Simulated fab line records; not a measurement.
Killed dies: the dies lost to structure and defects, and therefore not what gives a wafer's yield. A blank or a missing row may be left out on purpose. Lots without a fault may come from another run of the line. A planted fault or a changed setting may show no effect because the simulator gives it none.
Matching of chambers -- flow n5_finfet -- cmp-04 running N5_BEOL_M9_CMP_52: 4 sister chambers
The step polishes, stops on SiCOH lowk, t overpolish 7 s, target thk 140 nm. 8 wafers are shown with their chamber, then 8 later ones without.

== WAFERS WITH THEIR CHAMBER ==
wafer,chamber,motor_current_A (A),barrier_field_endpoint_s (s)
L463.3,1,6.7,29.2
L475.1,3,5.8,29.0
L475.4,0,5.8,30.2
L475.5,0,6.1,30.2
L476.1,2,5.7,28.8
L476.3,1,6.8,28.3
L476.6,3,5.4,29.6
L478.2,2,5.7,27.8

== WAFERS WITH NO CHAMBER GIVEN ==
wafer,motor_current_A (A),barrier_field_endpoint_s (s)
L478.4,6.0,29.6
L478.6,5.6,28.4
L480.1,5.5,28.7
L480.2,6.6,28.5
L480.5,7.1,28.7
L482.3,5.7,29.0
L482.4,6.9,28.4
L482.5,5.6,29.1

== CHAMBER TAKEN BY EACH ==
wafer,from the rows above,in truth
L478.4,can't be placed: 0 or 3 or 2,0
L478.6,can't be placed: 2 or 3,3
L480.1,can't be placed: 3 or 2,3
L480.2,1,1
L480.5,1,1
L482.3,can't be placed: 3 or 2 or 0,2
L482.4,1,1
L482.5,can't be placed: 3 or 2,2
Placed correctly: 3 of 8. These rows do not allow placing 5 (true chamber among the candidates in 5). Number placed wrongly: 0.
How it was worked out, from the rows above alone: a wafer's distance from a chamber is the root of the sum, over the readings, of the square of ((its reading less the chamber's mean) divided by the reading's scatter). If the next closest chamber is less than 2 further off than the closest, the wafer can't be placed; otherwise it belongs to the closest. For every chamber, the mean is computed from those of its wafers that are shown. The scatter is the square root of a quotient: the sum, over the shown wafers, of each reading's squared deviation from its chamber's mean, divided by wafers minus chambers.
